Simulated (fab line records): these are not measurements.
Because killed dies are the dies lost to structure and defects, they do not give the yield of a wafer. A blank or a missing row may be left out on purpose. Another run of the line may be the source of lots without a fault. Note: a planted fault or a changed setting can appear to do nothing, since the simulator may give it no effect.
Matching of chambers || flow nand harc || 3 sister chambers for NHARC_A_ONON_D1_DEP_33 on pecvd-03
The step deposits SiO2, target thk 200 nm. 3 wafers are shown with their chamber, then 8 later ones without.

WAFERS WITH THEIR CHAMBER
{"wafer": "L668.5", "chamber": 1, "heater power w (W)": 545}
{"wafer": "L668.6", "chamber": 0, "heater power w (W)": 710}
{"wafer": "L676.1", "chamber": 2, "heater power w (W)": 662}

WAFERS WHOSE CHAMBER IS MISSING
{"wafer": "L676.5", "heater power w (W)": 745}
{"wafer": "L676.6", "heater power w (W)": 691}
{"wafer": "L680.2", "heater power w (W)": 608}
{"wafer": "L680.3", "heater power w (W)": 715}
{"wafer": "L680.6", "heater power w (W)": 575}
{"wafer": "L684.2", "heater power w (W)": 780}
{"wafer": "L684.3", "heater power w (W)": 650}
{"wafer": "L684.4", "heater power w (W)": 666}

EACH ONE'S CHAMBER
{"wafer": "L676.5", "from the rows above": "can't be placed: 0 or 2", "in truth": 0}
{"wafer": "L676.6", "from the rows above": "can't be placed: 0 or 2", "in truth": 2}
{"wafer": "L680.2", "from the rows above": "can't be placed: 2 or 1 or 0", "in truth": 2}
{"wafer": "L680.3", "from the rows above": "can't be placed: 0 or 2", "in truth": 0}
{"wafer": "L680.6", "from the rows above": "can't be placed: 1 or 2", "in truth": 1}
{"wafer": "L684.2", "from the rows above": "can't be placed: 0 or 2", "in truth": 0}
{"wafer": "L684.3", "from the rows above": "can't be placed: 2 or 0", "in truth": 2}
{"wafer": "L684.4", "from the rows above": "can't be placed: 2 or 0", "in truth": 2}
Placed correctly: 0 of 8. Unplaceable from these rows: 8, with the true chamber sitting among the candidates in 8. Wrongly placed: 0.
How it was worked out, from the rows above alone: a wafer's distance from a chamber is the root of the sum, over the readings, of the square of ((its reading less the chamber's mean) divided by the reading's scatter). The wafer belongs to the nearest chamber; if the next one is less than 2 further off, it can't be placed. Each chamber's mean is taken over the wafers shown for it. The scatter: root of mean squared gap, hidden wafer to nearest shown wafer, with one shown wafer a chamber.
